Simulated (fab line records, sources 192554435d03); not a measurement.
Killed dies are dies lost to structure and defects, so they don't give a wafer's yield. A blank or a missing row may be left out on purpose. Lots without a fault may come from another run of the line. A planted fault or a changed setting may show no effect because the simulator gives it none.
Problem report in the 8D (eight disciplines) form, filled by code | flow n5_finfet | the parts of the form that need people (team, actions taken, sign-off) are left out

1. THE PROBLEM
killed_at_front_end at N5_PASSIVATION_PROBE_49 reads a mean of 319 on 9 wafers of 3 lots; wafers without a fault read 40 with a standard deviation of 11. That is +25 standard deviations from the usual mean.
First seen on wafer L460.3, day 16 04:16, on prober-01. The record holds 9 wafers of 3 lots with a number at this step. Rule for "out", or "out of limits": more than 4 standard deviations from the usual mean. The other wafers with a number count as sound.

2. WHAT IT IS AND WHAT IT IS NOT
question                    | is                                                                                                                                         | is not
which readings at this step | killed_at_front_end, defect_limited_yield, killed_dies, killed_on_rim, sort_bin_5_function, sort_bin_6_memory, sort_n_pass, sort_yield_pct | killed_at_M0_to_M3, killed_at_M4_up, killed_at_contacts, killed_short
which lots                  | L458, L460, L462                                                                                                                           | -
which wafers of those lots  | all that have a number                                                                                                                     | -
read on which tools         | prober-01, prober-02                                                                                                                       | -
when                        | from day 16 04:16                                                                                                                          | up to then (0 sound wafers)

3. SUSPECTS, AND WHAT RULES EACH OUT
Counting: a tool at a process step up to the reading stays a suspect if it ran every lot that is out and no sound lot after the first of them.
- cmp-01 at N5_ILD0_CMP_03 (polishes, stops on SiNx, t overpolish 1.9 s, target thk 197.38 nm): kept. It ran every lot that is out, first L458 (day 6 17:17), and no sound lot after that.
Left after counting: cmp-01 at N5_ILD0_CMP_03.

4. THE CAUSE (what the simulator had put in)
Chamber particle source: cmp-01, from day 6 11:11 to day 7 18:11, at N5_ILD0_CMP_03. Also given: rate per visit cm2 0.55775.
Counting left only this tool.

5. THE CHAIN OF EFFECTS, in route order
Each row: a reading whose mean over the struck wafers that have a number lies more than 3 standard deviations from the usual. Only readings for which the record gives a usual standard deviation are gone through. hours: the time from each lot's start at the first step in this table that gives one to its start at this step, as a median over the lots. sigmas: the change in usual standard deviations.
hours | step                    | reading              | usual  | on struck wafers | change | sigmas
0     | N5_PASSIVATION_PROBE_49 | defect_limited_yield | 90.9 % | 67.9             | -23.0  | -18
0     | N5_PASSIVATION_PROBE_49 | killed_at_front_end  | 40     | 319              | +279   | +25
0     | N5_PASSIVATION_PROBE_49 | killed_dies          | 108    | 379              | +271   | +17
0     | N5_PASSIVATION_PROBE_49 | killed_on_rim        | 14     | 49               | +35    | +9.8
0     | N5_PASSIVATION_PROBE_49 | sort_bin_5_function  | 5.4 %  | 19.3             | +13.9  | +15
0     | N5_PASSIVATION_PROBE_49 | sort_bin_6_memory    | 3.4 %  | 10.9             | +7.5   | +12
0     | N5_PASSIVATION_PROBE_49 | sort_n_pass          | 1072   | 801              | -271   | -17
0     | N5_PASSIVATION_PROBE_49 | sort_yield_pct       | 90.9 % | 67.9             | -23.0  | -18
The process steps in it:
- N5_PASSIVATION_PROBE_49

6. WHAT WOULD HAVE CAUGHT IT SOONER
In this record the first reading out of limits was taken at day 16 04:16, 233 hours after the fault began at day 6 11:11.
Of the tool readings at N5_ILD0_CMP_03 for which the record gives a usual standard deviation, none was out on any struck wafer, so an alarm limit of 4 standard deviations on them would not have fired.
All the lots that are out (3) had begun N5_ILD0_CMP_03 on cmp-01 by day 16 04:16. A hold on the tool at that time would have spared none of them.
